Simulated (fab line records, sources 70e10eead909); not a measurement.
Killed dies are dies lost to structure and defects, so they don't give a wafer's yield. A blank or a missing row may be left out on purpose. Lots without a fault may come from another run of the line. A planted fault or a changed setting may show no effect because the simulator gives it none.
Chamber matching | flow nand_harc | NHARC_A_STAIRCASE_DEP_322 on pecvd-04: 3 sister chambers
The step deposits SiO2, target thk 7200 nm. 3 wafers are shown with their chamber, then 7 later ones without.

WAFERS WITH THEIR CHAMBER
wafer  | chamber | heater_power_w (W)
L199.2 | 2       | 614
L199.4 | 1       | 623
L202.4 | 0       | 566

WAFERS WITHOUT THEIR CHAMBER
wafer  | heater_power_w (W)
L202.5 | 630
L207.2 | 662
L207.3 | 606
L207.6 | 630
L206.1 | 682
L206.2 | 671
L206.4 | 611

WHICH CHAMBER EACH WENT THROUGH
wafer  | from the rows above          | in truth
L202.5 | can't be placed: 1 or 2 or 0 | 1
L207.2 | can't be placed: 1 or 2 or 0 | 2
L207.3 | can't be placed: 2 or 1 or 0 | 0
L207.6 | can't be placed: 1 or 2 or 0 | 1
L206.1 | can't be placed: 1 or 2 or 0 | 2
L206.2 | can't be placed: 1 or 2 or 0 | 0
L206.4 | can't be placed: 2 or 1 or 0 | 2
Placed correctly: 0 of 7. Can't be placed from these rows: 7 (the true chamber is among the candidates in 7). Placed wrongly: 0.
How it was worked out, from the rows above alone: a wafer's distance from a chamber is the root of the sum, over the readings, of the square of ((its reading less the chamber's mean) divided by the reading's scatter). The wafer belongs to the nearest chamber; if the next one is less than 2 further off, it can't be placed. A chamber's mean is the mean of its shown wafers. The scatter: with one shown wafer a chamber, the root of the mean of the squares of how far each hidden wafer lies from its nearest shown one.
